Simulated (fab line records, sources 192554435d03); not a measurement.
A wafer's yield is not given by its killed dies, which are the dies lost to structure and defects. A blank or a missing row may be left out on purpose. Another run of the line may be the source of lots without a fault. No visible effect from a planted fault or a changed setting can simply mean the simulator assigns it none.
Chamber matching ; flow n5Finfet ; N5_MOL_CONTACT_COAG_STRIP_96 on rieDiel-01: 4 sister chambers
The step strips in N2/H2. 4 wafers are shown with their chamber, then 8 later ones without.

WAFERS PAIRED WITH THEIR CHAMBERS
wafer;chamber;throttleValvePct (%)
L086.3;0;19.3
L091.1;1;19.5
L091.6;2;18.6
L093.2;3;19.6

WAFERS WITHOUT THEIR CHAMBER
wafer;throttleValvePct (%)
L093.4;18.6
L093.6;18.8
L094.1;19.6
L094.2;19.5
L094.3;18.7
L094.4;18.8
L094.5;18.6
L094.6;19.7

CHAMBER TAKEN BY EACH
wafer;from the rows above;in truth
L093.4;2;2
L093.6;2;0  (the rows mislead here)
L094.1;can't be placed: 3 or 1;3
L094.2;can't be placed: 1 or 3 or 0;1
L094.3;2;2
L094.4;2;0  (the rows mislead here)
L094.5;2;2
L094.6;can't be placed: 3 or 1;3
Correctly placed: 3 of 8. Can't be placed from these rows: 3 (the true chamber is among the candidates in 3). Wrongly placed: 2.
How it was worked out, from the rows above alone: a wafer's distance from a chamber is the root of the sum, over the readings, of the square of ((its reading less the chamber's mean) divided by the reading's scatter). The wafer belongs to the nearest chamber; if the next one is less than 2 further off, it can't be placed. Each chamber's mean is taken over the wafers shown for it. The scatter: root of mean squared gap, hidden wafer to nearest shown wafer, with one shown wafer a chamber.
